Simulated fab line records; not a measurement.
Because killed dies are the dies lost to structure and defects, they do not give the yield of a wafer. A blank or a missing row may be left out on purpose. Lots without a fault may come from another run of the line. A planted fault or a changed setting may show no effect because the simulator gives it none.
Comparing a struck lot with a sound one    flow n5Finfet    15 out of 1938 route steps
Sound: these wafers, L599.1, L599.5, L599.6. Struck: wafer L603.2 (left out: L603.5, a lot-mate that was not struck); the cause follows at the end.
Each step with rows lists, per side, the tool, then ch with its chambers, then its first start. Under that, the readings that differ: sound wafers    struck wafers    difference of the means    sigmas: that difference in standard deviations of wafers without a fault.
alike: a reading whose means differ by less than 2 such deviations, as well as words and numbers matching on both sides. not compared: withheld readings; readings where some wafer has no value; bounds like >300 that might hide an equal value; numbers whose values overlap and for which the record gives no deviation.
Wherever a step has rows on one side only, a row that says differs or no value, or a row with sigmas, the two part there. When numbers do not overlap yet have no deviation, they are printed without sigmas and do not part them. Lack of a reading on every wafer of one side parts them only where that side has two or more wafers.

N5_BEOL_M9_CD_MEAS_28: the cd target is 70 nm.
  sound on cdSem-01 ch 0, day 11 14:48; struck on cdSem-02 ch 0, day 12 14:16
reading    sound              struck  difference  sigmas
cdNm (nm)  69.30 69.70 70.08  70.43   +0.74       +3
N5_BEOL_M9_OVL_MEAS_29:
  sound on overlay-02 ch 0, day 11 14:50; struck on overlay-01 ch 0, day 12 14:18
  alike: V8_OVL
N5_BEOL_M9_INSPECT_30: inspects for defects (brightfield).
  struck on defectInspect-01, day 12 14:22; sound on defectInspect-01, day 11 14:53
  alike: rawDefectCount
N5_BEOL_M9_DESCUM_33: chemistry O2, time 7 s.
  sound on rieDiel-01 ch 1,2, day 11 14:55; struck on rieDiel-01 ch 1, day 12 14:32
  alike: drypumpMotorCurrentA, oesProductAu, rfFwdPowerW, rfVppV, showerheadPlenumPTorr, throttleValvePct
  not compared: rfHoursCounterH
N5_BEOL_M9_ETCH_76: etches underlayer in N2/H2, target depth 6.5 nm, time 5.2 s.
  sound on rieDiel-01 ch 1,2, day 11 14:57; struck on rieDiel-01 ch 1, day 12 14:34
  alike: biasW, drypumpMotorCurrentA, etchRfOnTimeS, oesProductAu, rfFwdPowerW, rfVppV, showerheadPlenumPTorr, throttleValvePct
  not compared: rfHoursCounterH
then, 4 steps without rows for these wafers: N5_BEOL_M9_ETCH_65 (etches SiARC in CF4, target depth 15.6 nm, time 26 s); N5_BEOL_M9_ETCH_66 (etches SOC in N2/H2, target depth 80 nm, overetch 16 nm, time 120 s); N5_BEOL_M9_STRIP_69 (strips in N2/H2); N5_BEOL_M9_STRIP_77 (strips in N2/H2).
N5_BEOL_M9_VIA_ETCH_34: etches SiCOH lowk in C4F6/O2, target depth 182.4 nm, time 68.4 s.
  sound on rieDiel-01 ch 1,2, day 11 15:06; struck on rieDiel-01 ch 1, day 12 14:43
  alike: C4F6_flow_sccm, biasW, drypumpMotorCurrentA, oesProductAu, rfFwdPowerW, rfVppV, showerheadPlenumPTorr, throttleValvePct
  not compared: rfHoursCounterH
then, 1 step without rows for these wafers: N5_BEOL_M9_STRIP_73 (strips in C4F6/O2).
N5_BEOL_M9_STRIP_36: strips in N2/H2.
  sound on rieDiel-01 ch 1,2, day 11 15:10; struck on rieDiel-01 ch 1, day 12 14:47
  alike: drypumpMotorCurrentA, oesProductAu, rfVppV, showerheadPlenumPTorr, throttleValvePct
  not compared: rfHoursCounterH
N5_BEOL_M9_TRENCH_ETCH_37: etches SiCOH lowk in C4F6/O2, target depth 151.43 nm, time 49 s.
  sound on rieDiel-01 ch 1,2, day 11 15:12; struck on rieDiel-01 ch 1, day 12 14:49
reading    sound              struck  difference  sigmas
biasW (W)  185.3 185.3 185.4  195.8   +10.5       +19
  alike: C4F6_flow_sccm, drypumpMotorCurrentA, oesProductAu, rfFwdPowerW, rfVppV, showerheadPlenumPTorr, throttleValvePct
  not compared: rfHoursCounterH
N5_BEOL_M9_ETCH_41: etches SiCN in CH3F/O2, target depth 36.6 nm, time 70.1 s.
  sound: rieDiel-01 ch 1,2; struck: rieDiel-01 ch 1
  alike: biasW, drypumpMotorCurrentA, oesProductAu, rfFwdPowerW, rfVppV, showerheadPlenumPTorr, throttleValvePct
  not compared: rfHoursCounterH
then, 1 step without rows for these wafers: N5_PASSIVATION_PROBE_49.

== WHERE THEY PART ==
Last at N5_BEOL_M9_TRENCH_ETCH_37 as far as this record goes, first at N5_BEOL_M9_CD_MEAS_28. Later steps at which nothing parts them and some readings are alike: N5_BEOL_M9_ETCH_41.

WHY: the cause the simulator had injected
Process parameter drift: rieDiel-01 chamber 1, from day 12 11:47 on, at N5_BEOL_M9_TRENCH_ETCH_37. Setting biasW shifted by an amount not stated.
